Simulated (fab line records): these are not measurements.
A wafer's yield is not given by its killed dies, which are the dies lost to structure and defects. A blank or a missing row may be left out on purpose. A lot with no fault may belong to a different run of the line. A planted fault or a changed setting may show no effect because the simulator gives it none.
Matching of chambers    flow n5_finfet    N5_BEOL_M8_ILD_DEP_00 on pecvd-02: 3 sister chambers
The step deposits SiCOH lowk from DEMS/porogen, target thk 179.75 nm, time 33.4 s. 3 wafers are shown with their chamber, then 8 later ones without.

EACH WAFER AND ITS CHAMBER
wafer   chamber  throttle_valve_pct (%)
L089.5  2        13.8
L088.6  0        12.8
L093.2  1        14.1

WAFERS WITH NO CHAMBER GIVEN
wafer   throttle_valve_pct (%)
L093.5  13.8
L093.6  12.8
L092.3  13.9
L092.5  14.1
L092.6  13.2
L095.1  14.0
L095.3  13.1
L095.4  14.2

CHAMBER TAKEN BY EACH
wafer   from the rows above      in truth
L093.5  can't be placed: 2 or 1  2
L093.6  0                        0
L092.3  can't be placed: 2 or 1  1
L092.5  can't be placed: 1 or 2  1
L092.6  can't be placed: 0 or 2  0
L095.1  can't be placed: 1 or 2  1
L095.3  0                        0
L095.4  can't be placed: 1 or 2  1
Correctly placed: 2 of 8. Not placeable from these rows: 6 (in 6, the candidates include the true chamber). 0 placed wrongly.
How it was worked out, from the rows above alone: a wafer's distance from a chamber is the root of the sum, over the readings, of the square of ((its reading less the chamber's mean) divided by the reading's scatter). The wafer belongs to the nearest chamber; if the next one is less than 2 further off, it can't be placed. Each chamber's mean is taken over the wafers shown for it. The scatter: with one shown wafer a chamber, the root of the mean of the squares of how far each hidden wafer lies from its nearest shown one.
